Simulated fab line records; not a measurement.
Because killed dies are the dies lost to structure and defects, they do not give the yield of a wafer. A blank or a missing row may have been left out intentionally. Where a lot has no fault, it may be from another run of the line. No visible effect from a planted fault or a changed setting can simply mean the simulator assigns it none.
Matching of chambers / flow n5-finfet / N5_BEOL_M0_STRIP_140 on rie-diel-05 has 4 sister chambers
The step strips in CF4. 14 wafers are shown with their chamber, then 7 later ones without.

== WAFERS WITH THEIR CHAMBER ==
wafer=L076.2; chamber=2; showerhead-plenum-p-Torr (Torr)=1.70; drypump-motor-current-A (A)=5.4; oes-product-au (a.u.)=0.68
wafer=L076.3; chamber=3; showerhead-plenum-p-Torr (Torr)=1.79; drypump-motor-current-A (A)=5.1; oes-product-au (a.u.)=0.73
wafer=L076.6; chamber=0; showerhead-plenum-p-Torr (Torr)=1.66; drypump-motor-current-A (A)=5.3; oes-product-au (a.u.)=0.75
wafer=L083.3; chamber=2; showerhead-plenum-p-Torr (Torr)=1.70; drypump-motor-current-A (A)=5.4; oes-product-au (a.u.)=0.68
wafer=L083.4; chamber=0; showerhead-plenum-p-Torr (Torr)=1.65; drypump-motor-current-A (A)=5.3; oes-product-au (a.u.)=0.76
wafer=L083.5; chamber=3; showerhead-plenum-p-Torr (Torr)=1.78; drypump-motor-current-A (A)=5.1; oes-product-au (a.u.)=0.71
wafer=L087.2; chamber=2; showerhead-plenum-p-Torr (Torr)=1.69; drypump-motor-current-A (A)=5.4; oes-product-au (a.u.)=0.69
wafer=L087.4; chamber=1; showerhead-plenum-p-Torr (Torr)=1.91; drypump-motor-current-A (A)=6.6; oes-product-au (a.u.)=0.94
wafer=L087.6; chamber=2; showerhead-plenum-p-Torr (Torr)=1.69; drypump-motor-current-A (A)=5.5; oes-product-au (a.u.)=0.68
wafer=L089.2; chamber=3; showerhead-plenum-p-Torr (Torr)=1.78; drypump-motor-current-A (A)=5.1; oes-product-au (a.u.)=0.72
wafer=L089.4; chamber=3; showerhead-plenum-p-Torr (Torr)=1.78; drypump-motor-current-A (A)=5.1; oes-product-au (a.u.)=0.72
wafer=L089.6; chamber=0; showerhead-plenum-p-Torr (Torr)=1.65; drypump-motor-current-A (A)=5.3; oes-product-au (a.u.)=0.73
wafer=L090.1; chamber=3; showerhead-plenum-p-Torr (Torr)=1.78; drypump-motor-current-A (A)=5.2; oes-product-au (a.u.)=0.71
wafer=L090.2; chamber=1; showerhead-plenum-p-Torr (Torr)=1.91; drypump-motor-current-A (A)=6.6; oes-product-au (a.u.)=0.91

SIGNATURES (averages over the wafers above)
reading=showerhead-plenum-p-Torr; chamber 0=1.6533; chamber 1=1.9100; chamber 2=1.6950; chamber 3=1.7820; scatter within a chamber=0.00497
reading=drypump-motor-current-A; chamber 0=5.300; chamber 1=6.600; chamber 2=5.425; chamber 3=5.120; scatter within a chamber=0.0394
reading=oes-product-au; chamber 0=0.7467; chamber 1=0.9250; chamber 2=0.6825; chamber 3=0.7180; scatter within a chamber=0.0113
Rule: for a wafer and a chamber, the distance is found by dividing, reading by reading, the gap between the wafer's reading and the chamber's mean by the reading's scatter, squaring, summing and taking the root. If the next closest chamber is less than 2 further off than the closest, the wafer can't be placed; otherwise it belongs to the closest. The scatter is the square root of a quotient: the sum, over the shown wafers, of each reading's squared deviation from its chamber's mean, divided by wafers minus chambers.

== WAFERS WITH NO CHAMBER GIVEN ==
wafer=L090.6; showerhead-plenum-p-Torr (Torr)=1.65; drypump-motor-current-A (A)=5.3; oes-product-au (a.u.)=0.73
wafer=L093.1; showerhead-plenum-p-Torr (Torr)=1.91; drypump-motor-current-A (A)=6.6; oes-product-au (a.u.)=0.90
wafer=L093.3; showerhead-plenum-p-Torr (Torr)=1.65; drypump-motor-current-A (A)=5.3; oes-product-au (a.u.)=0.73
wafer=L093.4; showerhead-plenum-p-Torr (Torr)=1.90; drypump-motor-current-A (A)=5.4; oes-product-au (a.u.)=0.97
wafer=L095.2; showerhead-plenum-p-Torr (Torr)=1.90; drypump-motor-current-A (A)=5.5; oes-product-au (a.u.)=0.94
wafer=L095.4; showerhead-plenum-p-Torr (Torr)=1.77; drypump-motor-current-A (A)=5.1; oes-product-au (a.u.)=0.69
wafer=L095.5; showerhead-plenum-p-Torr (Torr)=1.90; drypump-motor-current-A (A)=5.5; oes-product-au (a.u.)=0.93

== THE CHAMBER EACH PASSED THROUGH ==
wafer=L090.6; from the rows above=0; in truth=0
wafer=L093.1; from the rows above=1; in truth=1
wafer=L093.3; from the rows above=0; in truth=0
wafer=L093.4; from the rows above=1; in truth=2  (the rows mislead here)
wafer=L095.2; from the rows above=1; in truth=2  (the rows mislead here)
wafer=L095.4; from the rows above=3; in truth=3
wafer=L095.5; from the rows above=1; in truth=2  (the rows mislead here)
Correctly placed: 4 of 7. Number that these rows cannot place: 0. 3 placed wrongly.
